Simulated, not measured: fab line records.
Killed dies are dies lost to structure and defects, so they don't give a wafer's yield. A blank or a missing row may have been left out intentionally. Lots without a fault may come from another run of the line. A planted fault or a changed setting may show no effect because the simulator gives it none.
Matching of chambers ; flow n5_finfet ; 4 sister chambers for N5_BEOL_M2_ETCH_70 on rie_diel-05
The step etches SOC in N2/H2, target depth 80 nm, overetch 24 nm, time 130 s. 4 wafers are shown with their chamber, then 6 later ones without.

== EACH WAFER AND ITS CHAMBER ==
wafer;chamber;throttle_valve_pct (%)
L077.4;1;17.36
L078.2;2;17.94
L079.5;3;18.03
L080.4;0;17.81

== WAFERS WITHOUT THEIR CHAMBER ==
wafer;throttle_valve_pct (%)
L080.6;18.02
L090.3;18.07
L090.4;17.52
L090.5;17.53
L095.2;17.55
L095.4;18.07

== WHICH CHAMBER EACH WENT THROUGH ==
wafer;from the rows above;in truth
L080.6;can't be placed: 3 or 2 or 0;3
L090.3;can't be placed: 3 or 2 or 0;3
L090.4;can't be placed: 1 or 0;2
L090.5;can't be placed: 1 or 0 or 2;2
L095.2;can't be placed: 1 or 0 or 2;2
L095.4;can't be placed: 3 or 2 or 0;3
Placed correctly: 0 of 6. Unplaceable from these rows: 6, with the true chamber sitting among the candidates in 5. Number placed wrongly: 0.
How it was worked out, from the rows above alone: a wafer's distance from a chamber is the root of the sum, over the readings, of the square of ((its reading less the chamber's mean) divided by the reading's scatter). The wafer belongs to the nearest chamber; if the next one is less than 2 further off, it can't be placed. Each chamber's mean is taken over the wafers shown for it. The scatter (one wafer shown for each chamber): square how far every hidden wafer sits from the nearest shown wafer, average those squares and take the square root.
